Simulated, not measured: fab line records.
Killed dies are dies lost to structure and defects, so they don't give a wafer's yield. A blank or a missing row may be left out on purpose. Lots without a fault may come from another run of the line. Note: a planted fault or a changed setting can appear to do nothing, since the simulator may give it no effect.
A struck lot beside a sound one :: flow n5Finfet :: 20 out of 1938 route steps
Sound: the wafers L553.2, L553.3, L553.5. Struck: wafers L566.1, L566.2, L566.4. The cause is given at the end.
For every step that has rows: the tool of each side, followed by ch and its chambers, followed by its first start. Under that, the readings that differ: sound wafers :: struck wafers :: difference of the means :: sigmas: that difference in standard deviations of wafers without a fault.
alike: words and numbers the same on both sides, and readings whose means are apart by under 2 such deviations; not compared: readings that were withheld, readings missing a value for some wafer, numbers with overlapping values and no deviation given by the record, and bounds like >300 which may hide the same value.
The two part at a step that has a row with sigmas, a row that says differs or no value, or rows on one side only. Numbers that have no deviation but don't overlap get no sigmas and don't part them. Lack of a reading on every wafer of one side parts them only where that side has two or more wafers.

N5_BEOL_M11_TRENCH_ETCH_37: etches SiCOH lowk in C4F6/O2, target depth 148.83 nm, time 48 s.
  sound on rieDiel-03 ch 0,1,2; struck on rieDiel-01 ch 0,2,3
  alike: C4F6_flow_sccm, drypumpMotorCurrentA, oesProductAu, rfVppV, showerheadPlenumPTorr, throttleValvePct
  not compared: rfHoursCounterH
then, 1 step without rows for these wafers: N5_BEOL_M11_ETCH_41 (etches SiCN in CH3F/O2, target depth 42.6 nm, time 86 s).
N5_BEOL_M11_STRIP_77: strips in N2/H2, time 10 s.
  sound on rieDiel-03 ch 0,1,2; struck on rieDiel-01 ch 0,2,3
  alike: drypumpMotorCurrentA, n2FlowSccm, oesProductAu, rfVppV, showerheadPlenumPTorr, throttleValvePct
  not compared: rfHoursCounterH
N5_BEOL_M11_OCD_MEAS_38:
  sound: ocd-01 at day 13 00:56; struck: ocd-02 at day 18 00:33
  alike: trenchDepthNm
then, 4 steps without rows for these wafers: N5_BEOL_M11_HM_STRIP_39 (strips TiN in peroxide tin strip, target depth 25 nm, time 158 s); N5_BEOL_M11_SRD_40 (time 30 s); N5_BEOL_M11_PRECLEAN_42 (cleans in residue remover, time 60 s); N5_BEOL_M11_SRD_43 (time 30 s).
N5_BEOL_M11_CD_MEAS_35 targets a cd of 70 nm.
  sound: cdSem-01 at day 13 01:05; struck: cdSem-02 at day 18 00:43
  alike: cdNm
then, 2 steps without rows for these wafers: N5_BEOL_M11_CURE_72 (cures SiCOH lowk, time 120 s); N5_BEOL_M11_DEGAS_44 (time 60 s).
N5_BEOL_M11_PRE_CLEAN_45: time 30 s.
  sound: pvdSputter-02 at day 13 03:07; struck: pvdSputter-01 at day 18 01:22
  alike: heaterPowerW
N5_BEOL_M11_ALD_74: deposits TaN, target thk 2 nm, pulse time 2 s, purge time 3 s.
  sound on aldMetal-01 ch 0,2,3, day 13 03:12; struck on aldMetal-03 ch 1,2,3, day 18 01:26
reading: aldCycles
sound: 40 40 40
struck: 70 70 70
difference: +30
sigmas: 

reading: model.TaN_of_BEOL_M11_ALD_74.thkNm (nm)
sound: 2 2 2
struck: 3.4 3.6 3.6
difference: +1.5
sigmas: 
  alike: heaterPowerW
N5_BEOL_M11_SURFACE_TREAT_76:
  sound: pvdSputter-02 at day 13 03:31; struck: pvdSputter-01 at day 18 01:49
  alike: arFlowSccm
  not compared: throttleValvePct
then, 3 steps without rows for these wafers: N5_BEOL_M11_CVD_75 (deposits Co from CCTBA/H2, target thk 2 nm, time 138.9 s); N5_BEOL_M11_SPUTTER_48 (material Cu, target thk 12 nm, time 2 s); N5_BEOL_M11_ECD_50 (material Cu, target thk 318 nm).
N5_BEOL_M11_ANNEAL_51: time 90 s.
  sound on rtpAnneal-01 ch 0, day 13 04:01; struck on rtpAnneal-02 ch 0, day 18 03:12
  alike: wafer_temp_C_max
N5_BEOL_M11_CMP_52: polishes, stops on SiCOH lowk, t overpolish 7 s, target thk 140 nm.
  sound on cmp-03 ch 0,2,3, day 13 04:18; struck on cmp-03 ch 0,1,2, day 18 03:31
reading: barrierFieldEndpointS (s)
sound: 28.1 28.4 29.5
struck: 31.5 31.0 32.1
difference: +2.9
sigmas: +5
  alike: motorCurrentA, slurryFlowMlMin
N5_BEOL_M11_THK_MEAS_53: measures by xrf.
  sound: filmMetro-02 at day 13 04:34; struck: filmMetro-01 at day 18 03:49
  alike: M11_THK

== WHERE THEY PART ==
Within this record, at N5_BEOL_M11_CMP_52 only. Later steps at which nothing parts them and some readings are alike: N5_BEOL_M11_THK_MEAS_53.

WHY: whatever the simulator had introduced
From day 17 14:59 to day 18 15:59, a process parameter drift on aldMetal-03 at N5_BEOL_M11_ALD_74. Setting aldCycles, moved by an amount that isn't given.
